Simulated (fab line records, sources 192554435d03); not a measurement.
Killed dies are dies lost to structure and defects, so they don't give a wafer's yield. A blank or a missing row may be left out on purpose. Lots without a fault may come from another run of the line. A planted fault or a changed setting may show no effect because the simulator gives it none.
Split-lot experiment | flow n5_finfet | 7 lots, 21 wafers read, on a route of 1938 steps

THE SPLIT
At N5_BEOL_M14_EXPOSE_25 (exposes mask M14, target cd 280 nm), the setting dose_mj was moved away from the recipe's 26.6 on 5 of the 21 wafers read, by -5.6% to +2.6%. The other wafers ran this setting at the recipe's value.

FROM THE SPLIT TO THE READING: what the file shows between them, 3 steps
- N5_BEOL_M14_PEB_26: peb time 90 s
- N5_BEOL_M14_DEVELOP_27: develop time 45 s
- N5_BEOL_M14_HARDBAKE_32: time 120 s

THE READING
cd_nm, in nm, at N5_BEOL_M14_CD_MEAS_28 (target cd 284.4 nm). Fault-free wafers of this fab line usually give 284.5 nm, standard deviation 1.3 nm.

wafer  | tool, chamber at the split | dose_mj as run | against the recipe | cd_nm, nm | against lot-mates on the recipe
L075.3 | krf_scanner-02, 0          | 26.6           | recipe             | 284.8     | -
L075.4 | krf_scanner-02, 0          | 25.1           | -5.6%              | 276.9     | -8.4
L075.5 | krf_scanner-02, 0          | 26.6           | recipe             | 285.8     | -
L077.2 | krf_scanner-02, 0          | 26.6           | recipe             | 284.1     | -
L077.3 | krf_scanner-02, 0          | 26.6           | recipe             | 282.5     | -
L077.4 | krf_scanner-02, 0          | 26.6           | recipe             | 285.0     | -
L081.2 | krf_scanner-01, 0          | 27.29          | +2.6%              | 288.1     | +2.7
L081.5 | krf_scanner-01, 0          | 27.29          | +2.6%              | 288.7     | +3.3
L081.6 | krf_scanner-01, 0          | 26.6           | recipe             | 285.4     | -
L080.1 | krf_scanner-02, 0          | 26.6           | recipe             | 284.2     | -
L080.3 | krf_scanner-02, 0          | 26.6           | recipe             | 282.0     | -
L080.5 | krf_scanner-02, 0          | 26.6           | recipe             | 284.1     | -
L085.2 | krf_scanner-02, 0          | 27.14          | +2.0%              | 288.5     | +5.6
L085.4 | krf_scanner-02, 0          | 26.6           | recipe             | 282.9     | -
L085.6 | krf_scanner-02, 0          | 27.14          | +2.0%              | 285.7     | +2.8
L088.1 | krf_scanner-01, 0          | 26.6           | recipe             | 284.7     | -
L088.5 | krf_scanner-01, 0          | 26.6           | recipe             | 285.6     | -
L088.6 | krf_scanner-01, 0          | 26.6           | recipe             | 284.0     | -
L095.1 | krf_scanner-01, 0          | 26.6           | recipe             | 284.1     | -
L095.3 | krf_scanner-01, 0          | 26.6           | recipe             | 283.0     | -
L095.6 | krf_scanner-01, 0          | 26.6           | recipe             | 283.9     | -

THE FIT
A straight line over all 21 wafers: cd_nm changes by +1.39 nm for each +1% of dose_mj; r = +0.90; the points scatter about the line by 1.1 nm.
The same after taking each lot's own level away (the mean of its wafers on the recipe; 21 wafers): +1.49 nm for each +1%; r = +0.93; scatter 0.95 nm.
On that fit, the largest move of dose_mj shifts the reading by 8.4 nm.
The lots' own levels span 282.90 to 285.40 nm, that is 1.9 times the standard deviation above.
So the lot-to-lot level changes the slope little: the two slopes agree.
Check: with one of the wafers moved furthest among these (-5.6%) left out of the fit, the line predicts -8.37 nm for it against its lot-mates. It came out at -8.4 nm against them.

OTHER SPLITS ON THESE WAFERS
These wafers also went through other splits before the reading. Each is held against what the fit with the lots' levels taken away leaves over:
other split on the same wafers | wafers away from the commonest value | r with cd_nm (lot level and that fit taken away)
N5_BEOL_M8_ETCH_65 source_w    | 6                                    | +0.11
N5_BEOL_M9_PECVD_70 time_s     | 6                                    | -0.03
N5_BEOL_M9_COAT_59 spin_rpm    | 8                                    | +0.23
N5_BEOL_M10_ILD_DEP_00 time_s  | 9                                    | +0.03
N5_BEOL_M11_ILD_DEP_00 time_s  | 7                                    | -0.22
N5_BEOL_M11_COAT_59 spin_rpm   | 7                                    | -0.13

THE WHOLE CHAIN: every reading that the file lists as answering this split, in the file's order
step                   | what it does             | reading                                                         | change (the file's fit)              | r (the file's)
N5_BEOL_M14_CD_MEAS_28 | target cd 284.4 nm       | cd_nm                                                           | +1.49 nm for each +1% of the setting | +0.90
N5_BEOL_M14_DESCUM_33  | chemistry O2, time 7.9 s | BEOL_M14.cd_nm (the simulator's own value, which no gauge read) | +1.46 nm for each +1% of the setting | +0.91

THE FILE'S OWN FIT
cd_nm changes by +1.49 nm for each +1% of dose_mj, r = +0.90.
